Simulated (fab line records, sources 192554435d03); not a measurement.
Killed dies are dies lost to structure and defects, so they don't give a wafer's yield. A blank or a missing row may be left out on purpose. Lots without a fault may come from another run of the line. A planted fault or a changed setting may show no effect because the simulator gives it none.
Chamber matching | flow n5_finfet | N5_BEOL_M2_ETCH_64 on rie_diel-05: 4 sister chambers
The step etches SOC in N2/H2, target depth 75 nm, overetch 22.5 nm, time 121.9 s. 4 wafers are shown with their chamber, then 10 later ones without.

WAFERS WITH THEIR CHAMBER
wafer  | chamber | drypump_motor_current_A (A)
L086.2 | 2       | 5.3
L086.6 | 0       | 6.0
L089.3 | 3       | 5.9
L089.4 | 1       | 5.3

WAFERS WITHOUT THEIR CHAMBER
wafer  | drypump_motor_current_A (A)
L089.6 | 5.3
L094.2 | 5.3
L094.3 | 5.9
L094.5 | 5.8
L095.4 | 5.3
L095.5 | 5.8
L095.6 | 5.3
L096.4 | 6.0
L096.5 | 5.8
L096.6 | 6.0

WHICH CHAMBER EACH WENT THROUGH
wafer  | from the rows above     | in truth
L089.6 | can't be placed: 1 or 2 | 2
L094.2 | can't be placed: 1 or 2 | 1
L094.3 | can't be placed: 3 or 0 | 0
L094.5 | can't be placed: 3 or 0 | 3
L095.4 | can't be placed: 1 or 2 | 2
L095.5 | can't be placed: 3 or 0 | 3
L095.6 | can't be placed: 1 or 2 | 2
L096.4 | can't be placed: 0 or 3 | 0
L096.5 | can't be placed: 3 or 0 | 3
L096.6 | can't be placed: 0 or 3 | 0
Placed correctly: 0 of 10. Can't be placed from these rows: 10 (the true chamber is among the candidates in 10). Placed wrongly: 0.
How it was worked out, from the rows above alone: a wafer's distance from a chamber is the root of the sum, over the readings, of the square of ((its reading less the chamber's mean) divided by the reading's scatter). The wafer belongs to the nearest chamber; if the next one is less than 2 further off, it can't be placed. A chamber's mean is the mean of its shown wafers. The scatter: with one shown wafer a chamber, the root of the mean of the squares of how far each hidden wafer lies from its nearest shown one.
